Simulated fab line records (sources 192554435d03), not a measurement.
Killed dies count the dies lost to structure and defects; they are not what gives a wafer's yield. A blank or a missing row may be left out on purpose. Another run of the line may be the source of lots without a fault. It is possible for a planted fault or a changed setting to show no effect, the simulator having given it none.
Matching of chambers    flow n5 finfet    N5_BEOL_M9_CURE_71 on uv cure-02: 3 sister chambers
The step cures SiCOH lowk, time 240 s. 6 wafers are shown with their chamber, then 12 later ones without.

## WAFERS WITH THEIR CHAMBER
wafer   chamber  wafer_temp_C_max  lamp power pct (%)
L084.2  1        386.5             52.21
L084.4  1        386.5             52.31
L085.3  2        386.6             52.36
L085.6  2        386.1             52.20
L088.5  0        386.8             52.32
L088.6  0        387.3             52.27

## WAFERS WHOSE CHAMBER IS MISSING
wafer   wafer_temp_C_max  lamp power pct (%)
L090.2  387.2             52.28
L090.3  386.6             52.27
L090.5  386.8             52.36
L095.2  387.5             52.30
L095.4  387.0             52.36
L095.5  386.8             52.28
L097.3  386.8             52.29
L097.4  386.1             52.29
L097.6  387.0             52.33
L096.1  386.5             52.29
L096.4  387.4             52.28
L096.6  386.8             52.25

## THE CHAMBER EACH PASSED THROUGH
wafer   from the rows above           in truth
L090.2  can't be placed: 0 or 1       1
L090.3  can't be placed: 1 or 2 or 0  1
L090.5  can't be placed: 0 or 1 or 2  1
L095.2  can't be placed: 0 or 1       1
L095.4  can't be placed: 0 or 1 or 2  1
L095.5  can't be placed: 0 or 1 or 2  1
L097.3  can't be placed: 0 or 1 or 2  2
L097.4  can't be placed: 2 or 1       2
L097.6  can't be placed: 0 or 1 or 2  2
L096.1  can't be placed: 1 or 2 or 0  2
L096.4  can't be placed: 0 or 1       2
L096.6  can't be placed: 0 or 1 or 2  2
0 of 12 placed correctly. Can't be placed from these rows: 12 (the true chamber is among the candidates in 11). Wrongly placed: 0.
How it was worked out, from the rows above alone: a wafer's distance from a chamber is the root of the sum, over the readings, of the square of ((its reading less the chamber's mean) divided by the reading's scatter). The wafer belongs to the nearest chamber; if the next one is less than 2 further off, it can't be placed. Each chamber's mean is taken over the wafers shown for it. The scatter: take each reading less its chamber's mean, square it, sum over the shown wafers, divide by the number of wafers less the number of chambers, and take the root.
